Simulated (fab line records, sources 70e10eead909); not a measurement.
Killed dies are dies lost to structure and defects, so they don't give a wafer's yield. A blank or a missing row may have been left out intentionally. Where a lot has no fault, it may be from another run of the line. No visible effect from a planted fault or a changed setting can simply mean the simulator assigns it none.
A lot that was struck, set against a sound lot :: flow nand-harc :: 15 out of 1159 route steps
Sound: the wafers L681.2, L681.3, L681.5. Wafers struck: L675.1, L675.2, L675.3. The cause is named last.
At each step with rows: each side's tool, then ch and its chambers, then its first start. Under that, the readings that differ: sound wafers :: struck wafers :: difference of the means :: sigmas: that difference in standard deviations of wafers without a fault.
alike: readings whose means differ by less than 2 such deviations, and words and numbers that are the same on both sides. not compared: withheld readings, readings that some wafer has no value for, bounds like >300 that may hide the same value, and numbers for which the record gives no deviation and whose values overlap.
The two part at a step that has a row with sigmas, a row that says differs or no value, or rows on one side only. When numbers do not overlap yet have no deviation, they are printed without sigmas and do not part them. A reading that every wafer of one side lacks parts them only if that side has two wafers or more.

first, 2 steps without rows for these wafers: NHARC_P_GATE_PEB_09 (peb time 85 s); NHARC_P_GATE_DEVELOP_10 (time 70 s).
NHARC_P_GATE_CD_MEAS_11: target cd 1640 nm.
  sound on cd-sem-03 ch 0, day 6 04:16; struck on cd-sem-02 ch 0, day 4 14:31
  alike: cd-nm
then, 1 step without rows for these wafers: NHARC_P_GATE_HARDBAKE_12 (time 80 s).
NHARC_P_GATE_DESCUM_13: chemistry O2, time 3 s.
  sound on rie-diel-07 ch 2,3, day 6 04:26; struck on rie-diel-04 ch 0,1,2, day 4 14:40
  alike: drypump-motor-current-A, oes-product-au, rf-vpp-V, showerhead-plenum-p-Torr, throttle-valve-pct
  not compared: rf-hours-counter-h
then, 6 steps without rows for these wafers: NHARC_P_GATE_ETCH_14 (etches SiO2 in dHF, target depth 48.8 nm); NHARC_P_GATE_STRIP_15 (strips in SPM, time 780 s); NHARC_P_GATE_PRECLEAN_71 (cleans in SC1); NHARC_P_GATE_SRD_72; NHARC_P_GATE_OXIDE_16 (material SiO2, target thk 3 nm, ox time 392 s); NHARC_P_GATE_CVD_17 (deposits poly-Si, target thk 150 nm, time 900 s).
NHARC_P_GATE_HM_DEP_102: deposits aC, target thk 120 nm.
  sound on acl-dep-03 ch 0, day 6 17:33; struck on acl-dep-02 ch 0, day 5 03:56
  alike: throttle-valve-pct
NHARC_P_GATE_DEP_103: deposits SiON, target thk 30 nm.
  sound on pecvd-04 ch 0,1, day 6 18:06; struck on pecvd-03 ch 0,1,2, day 5 04:56
  alike: heater-power-w
then, 1 step without rows for these wafers: NHARC_P_GATE_DEHYDRATE_18 (time 120 s).
-- record jumps: 16 days between struck wafers' starts before vs after; left off in module P_GATE, resumes in module END, first step shown is number 1159 of the route --
NHARC_END_SORT_01:
  only the struck wafers appear in the record here, on prober-02 ch 0 at day 21 03:56; the sound ones have no rows

## WHERE THEY PART
At NHARC_END_SORT_01 and nowhere else, as far as this record goes.

WHY: whatever the simulator had introduced
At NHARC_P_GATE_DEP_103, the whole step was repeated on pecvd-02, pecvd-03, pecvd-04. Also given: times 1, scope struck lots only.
